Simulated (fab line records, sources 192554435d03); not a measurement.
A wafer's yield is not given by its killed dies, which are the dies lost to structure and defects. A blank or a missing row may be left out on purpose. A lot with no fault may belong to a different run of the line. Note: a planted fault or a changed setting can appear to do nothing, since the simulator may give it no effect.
Which tool did it? -- flow n5Finfet -- 34 wafers from 12 lots sampled at 4 of the route's 1938 steps

## WHAT EACH GAUGE READ, for each wafer
N5_BEOL_M6_THK_MEAS_53: measures by xrf.
lot,measured,on,M6_THK (nm)
L721,day 8 17:48,filmMetro-01,79.8 78.3 81.5
L723,day 9 10:59,filmMetro-02,78.5 78.5 77.4
L727,day 10 13:58,filmMetro-01,81.2 75.7 79.0
L725,day 10 14:25,filmMetro-02,77.5 81.3 79.2
L728,day 10 19:07,filmMetro-02,78.1 80.4 76.8
L729,day 10 21:33,filmMetro-02,78.7 79.2 81.4
L732,day 11 14:51,filmMetro-01,80.4 79.5 81.9
L731,day 11 18:52,filmMetro-01,77.9 78.7 77.9
L737,day 12 19:12,filmMetro-02,77.0 75.5
L738,day 13 04:23,filmMetro-01,81.0 78.3 78.2
L736,day 13 12:04,filmMetro-01,81.4 81.2
L743,day 14 17:40,filmMetro-01,78.3 78.9 80.6

## EACH LOT AND THE TOOL THAT RAN IT (in order: tool; ch and the chambers of the sampled wafers; start)
lot,N5_BEOL_M6_STRIP_36,N5_BEOL_M6_PRE_CLEAN_45,N5_BEOL_M6_CVD_78
L721,"rieDiel-05 ch 0,2,3, day 8 14:18","pvdSputter-01, day 8 15:29","cvdCo-02 ch 0,1, day 8 16:15"
L723,"rieDiel-01 ch 0,1, day 9 07:53","pvdSputter-03, day 9 08:43","cvdCo-02 ch 0,2, day 9 09:26"
L727,"rieDiel-02 ch 0,2, day 10 10:52","pvdSputter-01, day 10 12:00","cvdCo-01 ch 0,1,2, day 10 12:38"
L725,"rieDiel-01 ch 0,2,3, day 10 11:16","pvdSputter-02, day 10 12:22","cvdCo-01 ch 0,1,2, day 10 12:51"
L728,"rieDiel-01 ch 0,2,3, day 10 15:25","pvdSputter-02, day 10 17:15","cvdCo-01 ch 0,2, day 10 17:49"
L729,"rieDiel-05 ch 1,2, day 10 18:05","pvdSputter-01, day 10 18:50","cvdCo-02 ch 0,2, day 10 19:28"
L732,"rieDiel-05 ch 0,1,2, day 11 11:52","pvdSputter-01, day 11 12:45","cvdCo-02 ch 0,1,2, day 11 13:26"
L731,"rieDiel-01 ch 0,3, day 11 15:58","pvdSputter-03, day 11 17:05","cvdCo-02 ch 0,1, day 11 17:34"
L737,"rieDiel-02 ch 1,3, day 12 15:45","pvdSputter-01, day 12 17:46","cvdCo-02 ch 1,2, day 12 18:14"
L738,"rieDiel-05 ch 1,2,3, day 13 01:08","pvdSputter-01, day 13 01:55","cvdCo-02 ch 0,1, day 13 02:38"
L736,"rieDiel-01 ch 1, day 13 09:02","pvdSputter-02, day 13 10:01","cvdCo-02 ch 0,1, day 13 10:29"
L743,"rieDiel-02 ch 0,1,3, day 14 14:31","pvdSputter-03, day 14 15:40","cvdCo-01 ch 0,1,2, day 14 16:16"
- N5_BEOL_M6_STRIP_36: strips in N2/H2.
- N5_BEOL_M6_PRE_CLEAN_45: time 30 s.
- N5_BEOL_M6_CVD_78: deposits Co from CCTBA/H2, target thk 2 nm, time 142.3 s.

## AS READ BY THE TOOLS THEMSELVES (means over the sampled wafers that have a number; for cases with no such wafer, the mark the record gives instead)
N5_BEOL_M6_STRIP_36.
lot,tool,drypumpMotorCurrentA (A),oesProductAu (a.u.),rfVppV (V),showerheadPlenumPTorr (Torr),throttleValvePct (%)
L721,rieDiel-05,5.3,0.71,59.2,2.481,23.77
L723,rieDiel-01,6.3,0.79,60.3,2.488,23.37
L727,rieDiel-02,5.8,0.74,58.4,2.498,23.90
L725,rieDiel-01,5.7,0.82,59.3,2.493,23.56
L728,rieDiel-01,5.7,0.83,58.5,2.493,23.55
L729,rieDiel-05,5.7,0.86,59.8,2.459,23.36
L732,rieDiel-05,5.4,0.86,58.1,2.465,23.42
L731,rieDiel-01,5.4,0.75,58.6,2.495,23.72
L737,rieDiel-02,6.1,0.72,61.7,2.535,23.52
L738,rieDiel-05,5.6,0.86,59.6,2.458,23.57
L736,rieDiel-01,5.7,0.94,59.2,2.487,23.47
L743,rieDiel-02,5.9,0.71,58.3,2.495,23.54

N5_BEOL_M6_PRE_CLEAN_45.
lot,tool,heaterPowerW (W)
L721,pvdSputter-01,366
L723,pvdSputter-03,367
L727,pvdSputter-01,328
L725,pvdSputter-02,323
L728,pvdSputter-02,322
L729,pvdSputter-01,281
L732,pvdSputter-01,310
L731,pvdSputter-03,333
L737,pvdSputter-01,300
L738,pvdSputter-01,333
L736,pvdSputter-02,293
L743,pvdSputter-03,334

N5_BEOL_M6_CVD_78.
lot,tool,runLengthS (s)
L721,cvdCo-02,165.1
L723,cvdCo-02,165.0
L727,cvdCo-01,165.4
L725,cvdCo-01,165.6
L728,cvdCo-01,165.8
L729,cvdCo-02,165.3
L732,cvdCo-02,165.1
L731,cvdCo-02,165.1
L737,cvdCo-02,150.0
L738,cvdCo-02,155.0
L736,cvdCo-02,150.0
L743,cvdCo-01,165.4

## THE ANSWER, worked out from the rows above alone
Rule: what is usual is taken from the lots themselves. The widest of any qualifying gaps counts: lots, ordered by their means at a reading, are off when they make up no more than a third of the lots, leave a main group of 4 or more, and stand apart from it by 3 or more times the standard deviation of that group's means. The tables above print the reading to a certain number of digits; a main group whose means all agree to those digits is not used. A lot without any number at a reading at which 4 lots or more have one is off too. All remaining lots with rows at the step are treated as sound. After the gauges, taken in route order, come the tools' own readings; for these a lot's mean is taken, as printed above. At the first step where some lot is off, the reading lying furthest off is the one used; lots without a number count as furthest.
Off, at N5_BEOL_M6_CVD_78 on runLengthS: L737, L738, L736. Main group: mean 165.3 s, sd 0.25.
If a tool, at that step or one of the process steps before it, ran each lot that is off and ran no sound lot following the first of them, it fits. One candidate fits, namely cvdCo-02 at N5_BEOL_M6_CVD_78. A fault onset in the window from L731 (day 11 17:34, its last sound lot) to L737 (day 12 18:14, its first lot off) fits.
The tool's own readings at N5_BEOL_M6_CVD_78 bear it out: on the lots that are off they differ by more than 5 times the standard deviation of the sound lots' means. runLengthS reads 151.7 s there against 165.3 s on the sound lots.

## WHAT THE SIMULATOR PUT IN
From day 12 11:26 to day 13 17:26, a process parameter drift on cvdCo-02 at N5_BEOL_M6_CVD_78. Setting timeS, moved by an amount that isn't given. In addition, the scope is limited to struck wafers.
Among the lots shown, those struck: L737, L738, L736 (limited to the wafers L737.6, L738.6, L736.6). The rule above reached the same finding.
